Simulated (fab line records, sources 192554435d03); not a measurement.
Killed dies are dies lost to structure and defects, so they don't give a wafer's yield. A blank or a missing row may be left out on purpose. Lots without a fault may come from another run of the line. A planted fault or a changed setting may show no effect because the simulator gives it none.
Chamber matching | flow n5_finfet | N5_PASSIVATION_VIA_ETCH_13 on rie_diel-05: 4 sister chambers
The step etches SiO2 in CHF3/O2, target depth 660 nm, time 330 s. 14 wafers are shown with their chamber, then 7 later ones without.

WAFERS WITH THEIR CHAMBER
wafer  | chamber | rf_vpp_V (V) | showerhead_plenum_p_Torr (Torr) | drypump_motor_current_A (A)
L260.1 | 1       | 529          | 2.41                            | 6.2
L260.4 | 3       | 526          | 2.32                            | 5.4
L260.6 | 0       | 537          | 2.47                            | 4.9
L263.3 | 0       | 536          | 2.46                            | 5.0
L263.4 | 2       | 499          | 2.28                            | 5.6
L263.6 | 2       | 500          | 2.28                            | 5.7
L262.3 | 2       | 499          | 2.28                            | 5.6
L262.4 | 3       | 526          | 2.32                            | 5.3
L262.6 | 2       | 500          | 2.28                            | 5.6
L268.1 | 3       | 526          | 2.31                            | 5.4
L268.2 | 2       | 499          | 2.28                            | 5.7
L268.5 | 3       | 526          | 2.31                            | 5.4
L271.1 | 2       | 499          | 2.27                            | 5.7
L271.5 | 0       | 537          | 2.46                            | 5.0

SIGNATURES (means of the wafers above)
reading                  | chamber 0 | chamber 1 | chamber 2 | chamber 3 | scatter within a chamber
rf_vpp_V                 | 536.67    | 529.00    | 499.33    | 526.00    | 0.447
showerhead_plenum_p_Torr | 2.4633    | 2.4100    | 2.2783    | 2.3150    | 0.005
drypump_motor_current_A  | 4.967     | 6.200     | 5.650     | 5.375     | 0.054
Rule: a wafer's distance from a chamber is the root of the sum, over the readings, of the square of ((its reading less the chamber's mean) divided by the reading's scatter). The wafer belongs to the nearest chamber; if the next one is less than 2 further off, it can't be placed. The scatter: the root of (the sum of the squares of (reading less its chamber's mean) over the shown wafers, divided by (wafers less chambers)).

WAFERS WITHOUT THEIR CHAMBER
wafer  | rf_vpp_V (V) | showerhead_plenum_p_Torr (Torr) | drypump_motor_current_A (A)
L271.6 | 527          | 2.41                            | 6.2
L276.1 | 526          | 2.30                            | 5.4
L276.3 | 528          | 2.40                            | 6.2
L276.6 | 529          | 2.40                            | 6.2
L277.1 | 536          | 2.45                            | 5.0
L277.3 | 499          | 2.26                            | 5.6
L277.4 | 536          | 2.45                            | 5.0

WHICH CHAMBER EACH WENT THROUGH
wafer  | from the rows above | in truth
L271.6 | 1                   | 1
L276.1 | 3                   | 3
L276.3 | 1                   | 1
L276.6 | 1                   | 1
L277.1 | 0                   | 0
L277.3 | 2                   | 2
L277.4 | 0                   | 0
Placed correctly: 7 of 7. Can't be placed from these rows: 0. Placed wrongly: 0.
